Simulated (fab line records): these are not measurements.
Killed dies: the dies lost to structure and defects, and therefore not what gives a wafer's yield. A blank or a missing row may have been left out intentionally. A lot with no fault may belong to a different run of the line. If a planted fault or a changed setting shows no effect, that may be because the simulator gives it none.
A struck lot beside a sound one | flow n5Finfet | 39 out of 1938 route steps
Sound: these wafers, L264.1, L264.2, L264.4. Wafers L254.4, L254.5, L254.6 were the ones struck. The cause comes at the end.
At each step with rows: each side's tool, then ch and its chambers, then its first start. Under that, the readings that differ: sound wafers | struck wafers | difference of the means | sigmas: that difference in standard deviations of wafers without a fault.
alike: words and numbers the same on both sides, and readings whose means are apart by under 2 such deviations; not compared: readings that were withheld, readings missing a value for some wafer, numbers with overlapping values and no deviation given by the record, and bounds like >300 which may hide the same value.
The two part at a step that has a row with sigmas, a row that says differs or no value, or rows on one side only. Non-overlapping numbers with no deviation appear without sigmas and do not part them. A reading that every wafer of one side lacks parts them only if that side has two wafers or more.

first, 9 steps without rows for these wafers: N5_HKMG_FIN_DESCUM_17 (chemistry O2, time 7.9 s); N5_HKMG_FIN_ETCH_31 (etches SiARC in CF4, target depth 45.5 nm, time 75.8 s); N5_HKMG_FIN_ETCH_32 (etches SOC in N2/H2, target depth 240 nm, time 300 s); N5_HKMG_FIN_STRIP_33 (strips in N2/H2); N5_HKMG_FIN_STRIP_34 (strips in CF4); N5_HKMG_FIN_ETCH_35 (etches SOC in N2/H2, target depth 215.8 nm, time 243.4 s); N5_HKMG_FIN_STRIP_92 (strips SOC in N2/H2, time 20 s); N5_HKMG_FIN_WET_ETCH_18 (etches TiN in SC1, time 55 s, target depth 5.2 nm, rinse time 30 s); N5_HKMG_FIN_STRIP_19 (strips in N2/H2, time 360 s).
N5_HKMG_FIN_ALD_91: deposits TiN, target thk 1 nm, pulse time 1 s, purge time 3 s.
  sound on aldMetal-03 ch 0,2,3, day 9 23:14; struck on aldMetal-01 ch 0,1,3, day 7 13:53
reading            | sound                | struck               | difference | sigmas
heaterPowerW (W)   | 940 799 828          | 1145 880 1087        | +182       | +2
susceptorTempC (C) | 399.81 400.21 400.17 | 425.98 426.20 426.10 | +26.03     | +99 or more
  alike: precursorPulseHeightRel
then, 27 steps without rows for these wafers: N5_HKMG_FIN_COAT_85 (time 60 s, resist thk 300 nm); N5_HKMG_FIN_ETCH_86 (etches SOC in N2/H2, stops on TiN, target depth 393.2 nm); N5_HKMG_FIN_STRIP_89 (strips SOC in N2/H2, time 20 s); N5_HKMG_FIN_WET_ETCH_87 (etches TiN in SC1, time 154.2 s, target depth 4.7 nm, rinse time 30 s); N5_HKMG_FIN_STRIP_88 (strips in N2/H2, time 360 s); N5_HKMG_FIN_NWFM_ALD_20 (deposits TiAlC, target thk 2 nm, pulse time 3 s, purge time 2 s); N5_HKMG_FIN_ALD_71 (deposits TiN, target thk 1 nm, pulse time 1 s, purge time 3 s); N5_HKMG_FIN_COAT_66 (time 60 s, resist thk 300 nm); N5_HKMG_FIN_ETCH_67 (etches SOC in N2/H2, stops on TiN, target depth 388.9 nm); N5_HKMG_FIN_STRIP_90 (strips SOC in N2/H2, time 20 s); N5_HKMG_FIN_WET_ETCH_73 (etches the open film in SC1, time 42.3 s, target depth 1.3 nm, rinse time 30 s); N5_HKMG_FIN_ETCHBACK_68 (etches the open film in Cl2/Ar, stops on HfO2, target depth 0.5 nm); N5_HKMG_FIN_STRIP_69 (strips in N2/H2, time 360 s); N5_HKMG_FIN_ALD_21 (deposits TiN, target thk 1.5 nm, pulse time 1 s, purge time 3 s); N5_HKMG_FIN_ALD_72 (deposits W, target thk 2 nm, pulse time 1 s, purge time 2 s); N5_HKMG_FIN_W_FILL_22 (material W, target thk 60 nm, time 18.2 s); N5_HKMG_FIN_PRECLEAN_83 (cleans in DIW, time 57.5 s); N5_HKMG_FIN_SRD_84 (dry time 32 s); N5_HKMG_FIN_CMP_23 (polishes, stops on SiNx, t overpolish 10 s, target thk 46.326 nm); N5_HKMG_FIN_CMP_94 (polishes, stops on SiNx, t overpolish 4.7 s, target thk 43.299 nm); N5_GATE_CUT_ETCHBACK_00 (etches W in SF6/Cl2); N5_GATE_CUT_ETCH_56 (etches TiN in Cl2/Ar, target depth 21.6 nm); N5_GATE_CUT_ETCHBACK_30 (etches TiN in Cl2/Ar, target depth 3 nm); N5_GATE_CUT_VAPOR_ETCH_60 (etches HfO2 in BCl3/Cl2); N5_GATE_CUT_ETCH_58 (etches SiNx in CH3F/O2, target depth 17 nm, time 128.6 s); N5_GATE_CUT_STRIP_59 (strips in N2/H2, time 20 s); N5_GATE_CUT_PRECLEAN_31 (cleans in DIW, time 300 s).
-- a jump in the record: the struck wafers' starts before and after are 4 days apart (it breaks off in module GATE_CUT and resumes in module BEOL_M4, where the first step shown is number 1111 of the route) --
N5_BEOL_M4_RC_MEAS_101:
  sound on prober-01 ch 0, day 14 00:49; struck on prober-01 ch 0, day 11 06:41
reading             | sound                   | struck                | difference | sigmas
IOFF_N_LONG (nA/um) | 5.3e-05 5.4e-05 5.5e-05 | 4e-05 4.1e-05 4.3e-05 | -1e-05     | -4
VT_N (mV)           | 255 251 252             | 263 260 261           | +9         | +2
VT_N_LONG (mV)      | 274.9 275.8 275.4       | 289.4 287.2 288.4     | +13.0      | +6
  alike: DIBL_N, DIBL_P, IOFF_N, IOFF_P, ION_N, ION_P, SS_N, SS_P, VT_N_LVT, VT_P
-- a jump in the record: the struck wafers' starts before and after are 5 days apart (it breaks off in module BEOL_M4 and resumes in module PASSIVATION, where the first step shown is number 1936 of the route) --
N5_PASSIVATION_PROBE_49:
  record: rows for the struck wafers here (prober-02, day 16 13:10), none for the sound ones

== WHERE THEY PART ==
At N5_HKMG_FIN_ALD_91 first; at N5_PASSIVATION_PROBE_49 last (within this record only).

WHY: what the simulator had put in
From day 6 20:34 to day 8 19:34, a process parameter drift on aldMetal-01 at N5_HKMG_FIN_ALD_91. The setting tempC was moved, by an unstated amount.
